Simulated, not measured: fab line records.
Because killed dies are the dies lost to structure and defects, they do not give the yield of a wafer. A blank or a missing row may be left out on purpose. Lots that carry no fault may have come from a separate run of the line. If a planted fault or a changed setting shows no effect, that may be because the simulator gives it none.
Lot-split experiment ; flow n5_finfet ; 7 lots, 21 wafers read, on a route of 1938 steps

== THE SPLIT ==
At N5_FIN_SAQP_EXPOSE_13 (exposes mask FIN CORE, target cd 35.6 nm), the setting dose_mj was moved away from the recipe's 63.25 on 9 of the 21 wafers read, by -2.6% to +6.6%. The other wafers ran this setting at the recipe's value.

== FROM THE SPLIT TO THE READING: what the file shows between them, 2 steps ==
- N5_FIN_SAQP_PEB_14: peb time 60 s
- N5_FIN_SAQP_DEVELOP_15: develop time 30 s

== THE READING ==
Shown in nm: cd_nm at N5_FIN_SAQP_CD_MEAS_16, with target cd 35.6 nm. On this fab line, fault-free wafers typically give 35.6 nm with a standard deviation of 0.31 nm.

wafer;tool, chamber at the split;dose_mj as run;against the recipe;cd_nm, nm;against lot-mates on the recipe
L076.1;arfi_scanner-01, 0;63.25;recipe;35.4;-
L076.3;arfi_scanner-01, 0;63.25;recipe;35.5;-
L076.4;arfi_scanner-01, 0;63.25;recipe;35.9;-
L086.2;arfi_scanner-02, 0;63.25;recipe;35.5;-
L086.3;arfi_scanner-02, 0;66.88;+5.7%;34.2;-1.6
L086.4;arfi_scanner-02, 0;63.25;recipe;36.1;-
L087.1;arfi_scanner-02, 0;67.45;+6.6%;34.1;-1.9
L087.2;arfi_scanner-02, 0;63.25;recipe;36.0;-
L087.6;arfi_scanner-02, 0;63.25;recipe;36.1;-
L089.1;arfi_scanner-03, 0;63.25;recipe;35.4;-
L089.4;arfi_scanner-03, 0;64.73;+2.3%;35.2;-0.2
L089.5;arfi_scanner-03, 0;64.73;+2.3%;35.0;-0.4
L090.2;arfi_scanner-03, 0;65.35;+3.3%;34.4;-0.9
L090.4;arfi_scanner-03, 0;65.35;+3.3%;34.7;-0.6
L090.5;arfi_scanner-03, 0;63.25;recipe;35.3;-
L092.2;arfi_scanner-03, 0;63.25;recipe;35.9;-
L092.3;arfi_scanner-03, 0;61.58;-2.6%;37.1;+1.2
L092.4;arfi_scanner-03, 0;61.58;-2.6%;36.1;+0.2
L094.1;arfi_scanner-02, 0;63.25;recipe;35.6;-
L094.5;arfi_scanner-02, 0;65.23;+3.1%;34.5;-1.1
L094.6;arfi_scanner-02, 0;63.25;recipe;35.6;-

THE FIT
A straight line over all 21 wafers: cd_nm changes by -0.286 nm for each +1% of dose_mj; r = -0.91; the points scatter about the line by 0.31 nm.
The same after taking each lot's own level away (the mean of its wafers on the recipe; 21 wafers): -0.27 nm for each +1%; r = -0.93; scatter 0.25 nm.
On that fit, the largest move of dose_mj shifts the reading by 1.8 nm.
Across the lots, their own levels run from 35.30 to 36.05 nm, a range of 2.4 times the standard deviation given above.
The two slopes are in agreement: the lot-to-lot level therefore moves the slope only a little.
Check: -1.68 nm against its lot-mates is what the line predicts for one of the wafers moved furthest among these (+6.6%) when that wafer is left out of the fit. Against them it came out at -1.95 nm.

== THESE WAFERS: OTHER SPLITS ==
Other splits were also applied to these wafers ahead of the reading. Each is held against what the fit with the lots' levels taken away leaves over:
other split on the same wafers;wafers away from the commonest value;r with cd_nm (lot level and that fit taken away)
N5_ZERO_LAYER_PECVD_02 time_s;8;-0.20
N5_FIN_SAQP_PECVD_06 time_s;6;+0.18

== FILE'S OWN FIT ==
cd_nm changes by -0.278 nm for each +1% of dose_mj, r = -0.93.
